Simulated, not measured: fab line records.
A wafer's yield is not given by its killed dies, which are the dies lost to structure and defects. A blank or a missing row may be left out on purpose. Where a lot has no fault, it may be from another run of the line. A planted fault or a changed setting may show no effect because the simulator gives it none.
Matching of chambers | flow nand-harc | NHARC_P_M0_CMP_23 on cmp-01: 4 sister chambers
The step polishes, t overpolish 20 s, target thk 117.54 nm. 14 wafers are shown with their chamber, then 6 later ones without.

## WAFERS PAIRED WITH THEIR CHAMBERS
wafer  | chamber | motor-current-A (A) | slurry-flow-ml-min | time-to-endpoint-s (s)
L398.1 | 2       | 11.5                | 150.0              | 30.4
L398.2 | 0       | 11.7                | 150.1              | 31.7
L398.5 | 0       | 12.1                | 149.6              | 31.3
L399.1 | 1       | 11.6                | 150.0              | 31.1
L399.2 | 2       | 11.4                | 150.6              | 29.8
L399.3 | 3       | 11.9                | 150.3              | 30.4
L403.2 | 2       | 11.5                | 150.0              | 29.5
L403.4 | 1       | 11.5                | 150.5              | 29.3
L411.1 | 2       | 10.7                | 149.4              | 28.2
L411.4 | 0       | 12.1                | 149.8              | 29.9
L411.6 | 2       | 11.8                | 149.4              | 27.4
L416.4 | 2       | 11.5                | 150.7              | 27.2
L416.5 | 0       | 12.1                | 150.3              | 23.5
L416.6 | 1       | 12.4                | 149.9              | 24.9

SIGNATURES (means of the wafers above)
reading            | chamber 0 | chamber 1 | chamber 2 | chamber 3 | scatter within a chamber
motor-current-A    | 12.000    | 11.833    | 11.400    | 11.900    | 0.359
slurry-flow-ml-min | 149.950   | 150.133   | 150.017   | 150.300   | 0.454
time-to-endpoint-s | 29.100    | 28.433    | 28.750    | 30.400    | 2.7
Rule: a wafer's distance from a chamber is the root of the sum, over the readings, of the square of ((its reading less the chamber's mean) divided by the reading's scatter). The wafer belongs to the nearest chamber; if the next one is less than 2 further off, it can't be placed. The scatter: take each reading less its chamber's mean, square it, sum over the shown wafers, divide by the number of wafers less the number of chambers, and take the root.

## WAFERS WITH NO CHAMBER GIVEN
wafer  | motor-current-A (A) | slurry-flow-ml-min | time-to-endpoint-s (s)
L421.2 | 11.8                | 149.9              | 29.6
L421.5 | 11.4                | 149.5              | 26.2
L421.6 | 12.2                | 150.8              | 31.7
L420.2 | 11.5                | 149.6              | 30.4
L420.4 | 12.7                | 150.5              | 30.4
L420.6 | 11.6                | 150.5              | 31.7

## THE CHAMBER EACH PASSED THROUGH
wafer  | from the rows above               | in truth
L421.2 | can't be placed: 0 or 1 or 3 or 2 | 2
L421.5 | can't be placed: 2 or 1 or 0 or 3 | 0
L421.6 | can't be placed: 3 or 1 or 0 or 2 | 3
L420.2 | can't be placed: 2 or 0 or 1 or 3 | 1
L420.4 | can't be placed: 3 or 0 or 1 or 2 | 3
L420.6 | can't be placed: 3 or 1 or 2 or 0 | 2
Correct placement for 0 of the 6. Not placeable from these rows: 6 (in 6, the candidates include the true chamber). 0 placed wrongly.
